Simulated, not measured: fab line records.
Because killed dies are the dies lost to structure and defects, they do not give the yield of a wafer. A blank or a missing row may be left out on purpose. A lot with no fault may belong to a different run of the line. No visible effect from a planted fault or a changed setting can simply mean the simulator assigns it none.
Matching of chambers	flow nand harc	4 sister chambers for NHARC_A_WL_FILL_ALD_02 on ald metal-01
The step deposits TiN, target thk 2 nm, pulse time 3 s, ald cycles 100. 14 wafers are shown with their chamber, then 7 later ones without.

WAFERS, EACH WITH ITS CHAMBER
wafer	chamber	heater power w (W)	precursor pulse height rel
L548.4	0	1209	0.993
L548.5	0	1206	1.002
L548.6	3	1320	0.989
L560.3	3	1322	0.998
L560.4	2	1189	1.015
L560.5	2	1200	1.026
L562.1	0	1221	0.977
L562.2	1	1076	1.011
L562.4	0	1191	0.988
L564.2	1	1089	0.998
L564.3	0	1235	0.987
L564.4	3	1369	1.045
L566.4	3	1348	1.029
L566.5	3	1354	1.001

SIGNATURES (averages over the wafers above)
reading	chamber 0	chamber 1	chamber 2	chamber 3	scatter within a chamber
heater power w	1212.40	1082.50	1194.50	1342.60	17.4
precursor pulse height rel	0.98940	1.00450	1.02050	1.01240	0.0164
Rule: distance of a wafer from a chamber = root of the sum over the readings of ((wafer's reading minus chamber's mean) / reading's scatter) squared. If the next closest chamber is less than 2 further off than the closest, the wafer can't be placed; otherwise it belongs to the closest. How the scatter is found: for the shown wafers, subtract from each reading the mean of its chamber, square and add these, divide the total by (wafers less chambers), then take the root.

WAFERS MISSING THEIR CHAMBER
wafer	heater power w (W)	precursor pulse height rel
L566.6	1212	1.022
L568.1	1235	1.009
L568.3	1087	0.983
L568.4	1181	1.031
L570.3	1355	1.006
L570.4	1209	0.988
L570.5	1073	0.983

EACH ONE'S CHAMBER
wafer	from the rows above	in truth
L566.6	can't be placed: 2 or 0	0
L568.1	can't be placed: 0 or 2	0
L568.3	1	1
L568.4	2	2
L570.3	3	3
L570.4	can't be placed: 0 or 2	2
L570.5	1	1
4 of 7 placed correctly. Not placeable from these rows: 3 (in 3, the candidates include the true chamber). Number placed wrongly: 0.
